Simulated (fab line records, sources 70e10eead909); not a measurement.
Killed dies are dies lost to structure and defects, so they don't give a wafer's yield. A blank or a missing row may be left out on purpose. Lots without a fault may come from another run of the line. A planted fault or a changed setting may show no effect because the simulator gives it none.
Which tool did it? | flow nand_harc | 6 lots, 18 wafers sampled, at 5 steps of a route of 1159

WHAT THE GAUGES READ, wafer by wafer
NHARC_END_SORT_01.
lot  | measured     | on        | sort_bin_3_pct (%)
L488 | day 19 21:23 | prober-02 | 0 0.59 0.30
L490 | day 20 15:05 | prober-01 | 0.30 0.30 0.15
L493 | day 20 14:20 | prober-02 | 0.59 0.30 0.15
L494 | day 21 14:43 | prober-01 | 0.15 0.15 0
L497 | day 22 19:07 | prober-02 | 0 0.15 0.59
L503 | day 23 22:35 | prober-02 | 0.44 0.15 6.06

WHICH TOOL RAN EACH LOT (tool, then ch and the chambers of the sampled wafers, then the start)
lot  | NHARC_P_M1_PVD_21            | NHARC_THIN_TSV_STRIP_45              | NHARC_THIN_TSV_CMP_21         | NHARC_THIN_TSV_PRE_CLEAN_54
L488 | pvd_sputter-03, day 6 15:22  | plasma_asher-01 ch 0,1, day 19 03:42 | cmp-03 ch 1,2,3, day 19 06:52 | pvd_sputter-01, day 19 07:25
L490 | pvd_sputter-02, day 7 05:01  | plasma_asher-02 ch 0,1, day 20 00:08 | cmp-04 ch 0,1,3, day 20 04:01 | pvd_sputter-03, day 20 04:28
L493 | pvd_sputter-03, day 7 12:45  | plasma_asher-02 ch 0,1, day 20 01:25 | cmp-02 ch 1,2,3, day 20 04:44 | pvd_sputter-01, day 20 05:16
L494 | pvd_sputter-01, day 8 08:26  | plasma_asher-02 ch 0,1, day 21 00:08 | cmp-02 ch 0,3, day 21 03:25   | pvd_sputter-03, day 21 03:58
L497 | pvd_sputter-02, day 9 06:58  | plasma_asher-01 ch 0,1, day 21 21:40 | cmp-04 ch 0,2,3, day 22 00:58 | pvd_sputter-02, day 22 01:31
L503 | pvd_sputter-02, day 10 11:07 | plasma_asher-01 ch 1, day 23 07:56   | cmp-02 ch 0,1,3, day 23 11:31 | pvd_sputter-01, day 23 12:03
- NHARC_P_M1_PVD_21: deposits Cu, target thk 30 nm, time 20.49 s.
- NHARC_THIN_TSV_STRIP_45: strips in O2.
- NHARC_THIN_TSV_CMP_21: polishes, t overpolish 30 s, target thk 2000 nm.
- NHARC_THIN_TSV_PRE_CLEAN_54: time 30 s.

THE ANSWER, worked out from the rows above alone
Rule: what is usual is taken from the lots themselves. Put in order of their means at a reading, lots are off if they are a third of the lots or fewer, leave a main group of 4 or more, and stand apart from it by a gap of 3 or more times the standard deviation of the main group's means; of several such gaps the widest counts. A main group whose means are all the same, to the digits that the tables above print for the reading, isn't used. A lot without any number at a reading at which 4 lots or more have one is off too. The other lots that the step has rows for count as sound.
Off: L503, at NHARC_END_SORT_01 (sort_bin_3_pct). The main group: mean 0.25 %, standard deviation 0.082.
A tool fits if, at a process step before that reading, it ran every lot that is off, and no sound lot after the first of them. The gauges at NHARC_END_SORT_01 are tried like those tools. Can't be told from this: 5 tools fit, pvd_sputter-02 at NHARC_P_M1_PVD_21, plasma_asher-01 at NHARC_THIN_TSV_STRIP_45, cmp-02 at NHARC_THIN_TSV_CMP_21, pvd_sputter-01 at NHARC_THIN_TSV_PRE_CLEAN_54, prober-02 at NHARC_END_SORT_01.

WHAT THE SIMULATOR HAD PUT IN
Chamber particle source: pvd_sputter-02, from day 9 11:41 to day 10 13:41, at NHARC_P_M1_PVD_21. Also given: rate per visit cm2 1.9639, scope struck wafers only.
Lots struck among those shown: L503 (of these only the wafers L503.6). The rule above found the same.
